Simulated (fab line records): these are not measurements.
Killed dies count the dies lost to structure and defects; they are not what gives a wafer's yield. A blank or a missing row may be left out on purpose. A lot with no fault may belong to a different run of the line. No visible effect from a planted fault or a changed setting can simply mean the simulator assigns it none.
A lot that was struck, set against a sound lot :: flow nand harc :: 40 out of 1302 route steps
Sound: wafers L184.1, L184.2, L184.4. The struck wafers were L193.1, L193.3, L193.4. The cause is named last.
Order at every step that has rows: each side's tool, ch and its chambers, its first start. Under that, the readings that differ: sound wafers :: struck wafers :: difference of the means :: sigmas: that difference in standard deviations of wafers without a fault.
alike: same words and numbers on both sides, and readings whose means sit less than 2 such deviations apart. not compared: any withheld reading, any reading some wafer has no value for, any bound like >300 that may hide the same value, and any number with overlapping values for which the record gives no deviation.
The two part at a step that has a row with sigmas, a row that says differs or no value, or rows on one side only. When numbers do not overlap yet have no deviation, they are printed without sigmas and do not part them. Lack of a reading on every wafer of one side parts them only where that side has two or more wafers.

first, 6 steps without rows for these wafers: NHARC_P_GATE_COAT_53; NHARC_P_GATE_SOFTBAKE_54 (time 95 s); NHARC_P_GATE_EBR_55; NHARC_P_GATE_EXPOSE_56 (exposes mask P PSD, target cd 720 nm); NHARC_P_GATE_PEB_57 (peb time 85 s); NHARC_P_GATE_DEVELOP_58 (time 70 s).
NHARC_P_GATE_CD_MEAS_59: target cd 720 nm.
  sound on cd sem-02 ch 0, day 7 01:13; struck on cd sem-01 ch 0, day 10 17:24
  alike: cd nm
then, 4 steps without rows for these wafers: NHARC_P_GATE_HARDBAKE_60 (time 80 s); NHARC_P_GATE_DESCUM_61 (chemistry O2, time 3 s); NHARC_P_GATE_IMPLANT_62; NHARC_P_GATE_STRIP_112 (strips in N2/H2, time 200 s).
NHARC_P_GATE_STRIP_76: strips in O2.
  sound on plasma asher-02 ch 0,1, day 7 02:00; struck on plasma asher-01 ch 0,1, day 10 18:12
  alike: drypump motor current A, heater power w
  not compared: rf hours counter h
NHARC_P_GATE_STRIP_63: strips in SPM, time 900 s.
  sound on wet bench-09 ch 0,1,3, day 7 02:09; struck on wet bench-03 ch 3,4,7, day 10 18:20
then, 8 steps without rows for these wafers: NHARC_P_GATE_DEHYDRATE_83 (time 120 s); NHARC_P_GATE_HMDS_84 (time 30 s); NHARC_P_GATE_COAT_85; NHARC_P_GATE_SOFTBAKE_86 (time 95 s); NHARC_P_GATE_EBR_87; NHARC_P_GATE_EXPOSE_88 (exposes mask P HVN, target cd 2000 nm); NHARC_P_GATE_PEB_89 (peb time 85 s); NHARC_P_GATE_DEVELOP_90 (time 70 s).
NHARC_P_GATE_CD_MEAS_91: target cd 2000 nm.
  sound on cd sem-01 ch 0, day 7 02:55; struck on cd sem-03 ch 0, day 10 19:06
  alike: cd nm
then, 3 steps without rows for these wafers: NHARC_P_GATE_HARDBAKE_92 (time 80 s); NHARC_P_GATE_DESCUM_93 (chemistry O2, time 3 s); NHARC_P_GATE_IMPLANT_94.
NHARC_P_GATE_STRIP_113: strips in N2/H2, time 740 s.
  sound on plasma asher-01 ch 0,1, day 7 03:27; struck on plasma asher-02 ch 0,1, day 10 19:45
  alike: drypump motor current A, heater power w
  not compared: rf hours counter h
then, 2 steps without rows for these wafers: NHARC_P_GATE_STRIP_95 (strips in O2); NHARC_P_GATE_STRIP_96 (strips in SPM, time 900 s).
NHARC_P_GATE_RTA_64: time 1 s.
  sound on rtp anneal-02 ch 0, day 7 04:44; struck on rtp anneal-02 ch 0, day 10 20:55
  alike: lamp power pct, lamp_zone_1_pct, wafer_temp_C_max
then, 7 steps without rows for these wafers: NHARC_P_GATE_ETCH_77 (etches SiO2 in dHF, target depth 6 nm); NHARC_P_GATE_DEGAS_109 (time 60 s); NHARC_P_GATE_PRE_CLEAN_110 (time 30 s); NHARC_P_GATE_SPUTTER_78 (material Ni, target thk 10 nm); NHARC_P_GATE_SPUTTER_79 (material TiN, target thk 10 nm); NHARC_P_GATE_RTA_80 (time 30 s); NHARC_P_GATE_STRIP_67 (strips in SPM, time 600 s).
NHARC_P_GATE_RTA_82: time 30 s.
  sound on rtp anneal-02 ch 0, day 7 05:47; struck on rtp anneal-01 ch 0, day 10 22:00
reading: lamp power pct (%)
sound: 3.63 3.63 3.64
struck: 3.79 3.79 3.79
difference: +0.16
sigmas: +2
  alike: lamp_zone_1_pct, wafer_temp_C_max
NHARC_P_GATE_INSPECT_68:
  sound on defect inspect-02 at day 7 05:59; struck on defect inspect-01 at day 10 22:12
reading: raw defect count
sound: 233 148 164
struck: 690 723 625
difference: +498
sigmas: +7
NHARC_P_CONTACT_DEP_30: deposits SiNx, target thk 30 nm.
  sound on pecvd-02 ch 0,1, day 7 06:03; struck on pecvd-04 ch 0,1, day 10 22:16
  alike: heater power w
-- the record jumps here: 18 days lie between the struck wafers' starts before and after (it left off in module P_CONTACT and takes up again in module END, whose first step shown is number 1302 of the route) --
NHARC_END_SORT_01:
  at this point the record logs the struck wafers (prober-01 ch 0, day 29 08:57) and has no rows for the sound ones

WHERE THEY PART
Earliest at NHARC_P_GATE_RTA_82; latest, in this record, at NHARC_END_SORT_01.

WHY: the cause the simulator had injected
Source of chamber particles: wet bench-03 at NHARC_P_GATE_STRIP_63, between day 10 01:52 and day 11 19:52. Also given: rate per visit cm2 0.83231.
